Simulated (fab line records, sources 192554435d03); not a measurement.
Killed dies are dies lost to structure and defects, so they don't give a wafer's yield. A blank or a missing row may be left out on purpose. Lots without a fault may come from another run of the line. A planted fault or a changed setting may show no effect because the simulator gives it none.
Chamber matching | flow n5_finfet | N5_GATE_CUT_CMP_23 on cmp-04: 4 sister chambers
The step polishes, stops on SiO2, t overpolish 23.4 s, target thk 16 nm. 22 wafers are shown with their chamber, then 11 later ones without.

WAFERS WITH THEIR CHAMBER
wafer  | chamber | motor_current_A (A) | time_to_endpoint_s (s) | overpolish_run_s (s)
L078.3 | 2       | 8.7                 | 16.6                   | 23.427
L078.4 | 0       | 9.4                 | 18.2                   | 23.404
L078.6 | 2       | 8.8                 | 18.6                   | 23.409
L078.1 | 3       | 8.6                 | 15.6                   | 23.399
L078.2 | 1       | 8.7                 | 22.0                   | 23.398
L078.5 | 3       | 8.8                 | 18.0                   | 23.409
L085.1 | 1       | 8.3                 | 19.7                   | 23.389
L085.3 | 2       | 9.3                 | 17.9                   | 23.391
L085.6 | 1       | 7.9                 | 18.5                   | 23.392
L088.1 | 0       | 9.8                 | 19.7                   | 23.403
L088.2 | 3       | 8.4                 | 21.2                   | 23.396
L088.4 | 2       | 9.0                 | 17.9                   | 23.390
L088.3 | 1       | 8.8                 | 18.9                   | 23.403
L088.5 | 1       | 9.0                 | 20.6                   | 23.372
L088.6 | 0       | 9.0                 | 16.7                   | 23.403
L089.1 | 1       | 8.8                 | 21.4                   | 23.389
L089.2 | 2       | 8.6                 | 19.2                   | 23.400
L089.3 | 3       | 8.7                 | 21.2                   | 23.385
L089.4 | 0       | 9.1                 | 18.3                   | 23.390
L089.5 | 2       | 9.2                 | 17.1                   | 23.412
L089.6 | 1       | 8.8                 | 21.0                   | 23.392
L092.4 | 3       | 8.6                 | 21.9                   | 23.396

SIGNATURES (means of the wafers above)
reading            | chamber 0 | chamber 1 | chamber 2 | chamber 3 | scatter within a chamber
motor_current_A    | 9.325     | 8.614     | 8.933     | 8.620     | 0.311
time_to_endpoint_s | 18.225    | 20.300    | 17.883    | 19.580    | 1.64
overpolish_run_s   | 23.40000  | 23.39071  | 23.40483  | 23.39700  | 0.0105
Rule: a wafer's distance from a chamber is the root of the sum, over the readings, of the square of ((its reading less the chamber's mean) divided by the reading's scatter). The wafer belongs to the nearest chamber; if the next one is less than 2 further off, it can't be placed. The scatter: the root of (the sum of the squares of (reading less its chamber's mean) over the shown wafers, divided by (wafers less chambers)).

WAFERS WITHOUT THEIR CHAMBER
wafer  | motor_current_A (A) | time_to_endpoint_s (s) | overpolish_run_s (s)
L092.5 | 9.4                 | 21.4                   | 23.399
L092.6 | 9.3                 | 20.5                   | 23.393
L092.1 | 9.1                 | 19.2                   | 23.387
L092.2 | 8.9                 | 21.7                   | 23.403
L092.3 | 9.1                 | 20.5                   | 23.406
L093.1 | 9.7                 | 21.2                   | 23.402
L093.3 | 8.5                 | 20.0                   | 23.409
L093.5 | 8.9                 | 20.4                   | 23.406
L096.1 | 9.2                 | 19.2                   | 23.398
L096.3 | 8.3                 | 20.7                   | 23.400
L096.4 | 9.5                 | 18.5                   | 23.401

WHICH CHAMBER EACH WENT THROUGH
wafer  | from the rows above               | in truth
L092.5 | can't be placed: 0 or 2 or 1 or 3 | 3
L092.6 | can't be placed: 0 or 1 or 2 or 3 | 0
L092.1 | can't be placed: 0 or 1 or 3 or 2 | 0
L092.2 | can't be placed: 3 or 1 or 2 or 0 | 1
L092.3 | can't be placed: 0 or 2 or 3 or 1 | 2
L093.1 | can't be placed: 0 or 2 or 3 or 1 | 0
L093.3 | can't be placed: 3 or 1 or 2 or 0 | 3
L093.5 | can't be placed: 3 or 2 or 1 or 0 | 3
L096.1 | can't be placed: 0 or 2 or 3 or 1 | 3
L096.3 | can't be placed: 3 or 1 or 2      | 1
L096.4 | can't be placed: 0 or 2           | 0
Placed correctly: 0 of 11. Can't be placed from these rows: 11 (the true chamber is among the candidates in 11). Placed wrongly: 0.
